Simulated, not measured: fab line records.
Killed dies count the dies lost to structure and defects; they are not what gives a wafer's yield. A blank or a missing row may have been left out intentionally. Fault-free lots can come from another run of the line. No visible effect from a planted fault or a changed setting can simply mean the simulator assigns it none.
Which tool did it? ; flow n5_finfet ; 30 wafers from 10 lots sampled at 5 of the route's 1938 steps

WHAT EACH GAUGE READ, for each wafer
N5_BEOL_M4_RC_MEAS_101.
lot;measured;on;DIBL_N (mV/V);DIBL_P (mV/V);IOFF_N (nA/um);IOFF_P (nA/um);ION_N (uA/um);ION_P (uA/um);REXT_P (ohm.um);SS_N (mV/dec);SS_P (mV/dec);VT_N (mV);VT_P (mV)
L312;day 8 08:13;prober-02;35.9 35.8 38.7;34.4 36.3 38.9;0.14 0.16 0.21;0.17 0.21 0.25;669 697 704;455 481 479;100.6 100.0 100.2;71.1 71.3 71.7;72.3 73.1 74.3;254 247 247;-253 -251 -248
L313;day 8 05:15;prober-01;40.3 39.0 38.0;40.8 38.0 38.5;0.21 0.17 0.17;0.26 0.21 0.23;705 685 665;477 461 456;101.4 101.5 101.6;72.5 72.2 71.6;74.6 73.5 73.4;248 250 250;-248 -254 -252
L314;day 8 13:13;prober-02;44.2 35.3 38.9;45.7 36.6 40.1;0.35 0.15 0.20;0.40 0.23 0.28;696 685 669;473 471 463;102.7 100.0 99.5;73.9 71.3 72.6;76.2 73.1 73.9;242 251 247;-242 -250 -247
L315;day 8 22:30;prober-01;37.9 33.1 34.5;36.9 32.0 32.7;0.17 0.11 0.12;0.20 0.14 0.14;657 679 660;450 458 447;104.3 103.5 103.1;72.0 71.3 70.7;73.5 71.7 72.0;251 252 257;-251 -257 -256
L316;day 9 03:58;prober-01;36.8 39.4 35.4;38.4 42.4 37.2;0.15 0.25 0.14;0.23 0.32 0.21;665 709 668;467 489 464;99.9 100.8 101.1;71.2 73.4 71.2;74.1 74.4 74.1;253 245 254;-250 -246 -254
L317;day 9 09:02;prober-01;36.1 37.2 36.5;36.6 36.7 36.5;0.17 0.17 0.17;0.26 0.24 0.24;687 664 688;481 454 474;97.7 100.4 98.4;71.3 72.0 71.9;73.1 73.6 73.3;246 249 249;-246 -246 -248
L324;day 11 04:23;prober-01;39.9 40.1 38.0;40.6 38.9 40.3;0.24 0.24 0.19;0.30 0.22 0.28;686 701 673;472 450 465;99.9 108.0 101.2;72.7 73.2 71.8;74.0 74.1 74.7;245 249 247;-245 -252 -243
L327;day 11 19:21;prober-01;39.2 36.9 36.5;41.4 37.3 37.2;0.21 0.16 0.14;0.29 0.22 0.20;693 668 665;474 459 456;101.1 104.2 103.5;72.1 71.3 71.3;74.3 72.6 73.1;249 250 253;-245 -251 -253
L329;day 12 02:56;prober-01;33.5 38.5 38.0;32.2 38.8 37.9;0.11 0.20 0.20;0.16 0.25 0.25;670 689 702;464 472 474;97.1 97.4 97.5;71.7 72.1 72.0;72.3 74.1 74.1;256 247 247;-255 -249 -248
L334;day 13 12:54;prober-02;36.6 37.9 37.5;38.0 38.7 39.5;0.18 0.18 0.22;0.20 0.21 0.24;698 673 697;473 456 466;99.4 99.5 98.8;71.7 71.9 72.2;73.0 73.6 73.6;247 249 243;-252 -252 -249

WHICH TOOL RAN EACH LOT (tool, then ch and the chambers of the sampled wafers, then the start)
lot;N5_SD_EPI_N_LINER_46;N5_BEOL_M4_ANNEAL_82;N5_BEOL_M4_ANNEAL_93;N5_BEOL_M4_CO_CAP_55
L312;ald_sin-02 ch 1,2, day 3 15:59;pvd_sputter-01, day 8 05:25;pvd_sputter-01, day 8 06:17;cvd_co-01 ch 0,1,2, day 8 07:40
L313;ald_sin-04 ch 0,2,3, day 3 17:32;pvd_sputter-02, day 8 02:50;pvd_sputter-02, day 8 03:43;cvd_co-01 ch 1,2, day 8 04:59
L314;ald_sin-02 ch 0,1,2, day 4 03:01;pvd_sputter-03, day 8 10:44;pvd_sputter-03, day 8 11:37;cvd_co-01 ch 0,1, day 8 12:58
L315;ald_sin-04 ch 2,3, day 4 05:43;pvd_sputter-01, day 8 20:01;pvd_sputter-01, day 8 20:53;cvd_co-02 ch 0,1, day 8 22:07
L316;ald_sin-02 ch 2,3, day 4 10:44;pvd_sputter-03, day 9 01:26;pvd_sputter-03, day 9 02:19;cvd_co-02 ch 0,1,2, day 9 03:43
L317;ald_sin-02 ch 0,1,3, day 4 21:43;pvd_sputter-01, day 9 06:42;pvd_sputter-01, day 9 07:35;cvd_co-02 ch 0,1, day 9 08:48
L324;ald_sin-04 ch 1,2, day 6 11:57;pvd_sputter-02, day 11 02:01;pvd_sputter-02, day 11 02:54;cvd_co-02 ch 1,2, day 11 04:08
L327;ald_sin-02 ch 0,2,3, day 7 04:35;pvd_sputter-02, day 11 16:32;pvd_sputter-02, day 11 17:25;cvd_co-01 ch 0,1,2, day 11 18:41
L329;ald_sin-03 ch 0,3, day 7 16:23;pvd_sputter-01, day 12 00:26;pvd_sputter-01, day 12 01:19;cvd_co-02 ch 0,1, day 12 02:32
L334;ald_sin-03 ch 0,1,2, day 8 23:40;pvd_sputter-01, day 13 10:22;pvd_sputter-01, day 13 11:15;cvd_co-01 ch 1,2, day 13 12:31
- N5_SD_EPI_N_LINER_46: material SiNx, target thk 3 nm.
- N5_BEOL_M4_ANNEAL_82: time 240 s.
- N5_BEOL_M4_ANNEAL_93: time 240 s.
- N5_BEOL_M4_CO_CAP_55: material Co, precursor CCTBA/H2, target thk 2 nm, time 102.1 s.

AS READ BY THE TOOLS THEMSELVES (means over the sampled wafers that have a number; for cases with no such wafer, the mark the record gives instead)
N5_SD_EPI_N_LINER_46.
lot;tool;heater_power_outer_w (W);heater_power_w (W)
L312;ald_sin-02;542;891
L313;ald_sin-04;542;881
L314;ald_sin-02;497;826
L315;ald_sin-04;527;883
L316;ald_sin-02;448;721
L317;ald_sin-02;487;792
L324;ald_sin-04;505;856
L327;ald_sin-02;455;756
L329;ald_sin-03;548;842
L334;ald_sin-03;503;792

N5_BEOL_M4_ANNEAL_82.
lot;tool;heater_power_w (W);susceptor_temp_C_max
L312;pvd_sputter-01;810;401.2
L313;pvd_sputter-02;706;401.7
L314;pvd_sputter-03;794;400.9
L315;pvd_sputter-01;778;401.0
L316;pvd_sputter-03;841;400.9
L317;pvd_sputter-01;833;401.1
L324;pvd_sputter-02;773;400.8
L327;pvd_sputter-02;720;400.7
L329;pvd_sputter-01;742;400.7
L334;pvd_sputter-01;839;401.3

N5_BEOL_M4_ANNEAL_93.
lot;tool;heater_power_w (W);susceptor_temp_C_max
L312;pvd_sputter-01;810;401.5
L313;pvd_sputter-02;711;401.3
L314;pvd_sputter-03;794;401.0
L315;pvd_sputter-01;766;401.1
L316;pvd_sputter-03;855;400.8
L317;pvd_sputter-01;816;401.2
L324;pvd_sputter-02;775;400.9
L327;pvd_sputter-02;712;400.8
L329;pvd_sputter-01;740;400.7
L334;pvd_sputter-01;838;401.3

N5_BEOL_M4_CO_CAP_55.
lot;tool;heater_power_outer_w (W);heater_power_w (W)
L312;cvd_co-01;116;223
L313;cvd_co-01;124;224
L314;cvd_co-01;111;220
L315;cvd_co-02;126;240
L316;cvd_co-02;125;234
L317;cvd_co-02;120;224
L324;cvd_co-02;124;232
L327;cvd_co-01;118;225
L329;cvd_co-02;120;229
L334;cvd_co-01;125;229

THE ANSWER, worked out from the rows above alone
Rule: the lots themselves supply what counts as usual. The widest of any qualifying gaps counts: lots, ordered by their means at a reading, are off when they make up no more than a third of the lots, leave a main group of 4 or more, and stand apart from it by 3 or more times the standard deviation of that group's means. A main group is skipped when, at the precision printed for the reading in the tables above, its means are all equal. Also off: a lot with no number at a reading for which 4 or more lots have one. All remaining lots with rows at the step are treated as sound. First the gauges in route order, then the tools' own readings, where a lot's mean is used as printed above. The first step at which some lot is off is used, and at that step the reading that is off furthest; a lot without a number counts as furthest.
No lot is off at any reading shown: from this, nothing can be told.

WHAT THE SIMULATOR PUT IN
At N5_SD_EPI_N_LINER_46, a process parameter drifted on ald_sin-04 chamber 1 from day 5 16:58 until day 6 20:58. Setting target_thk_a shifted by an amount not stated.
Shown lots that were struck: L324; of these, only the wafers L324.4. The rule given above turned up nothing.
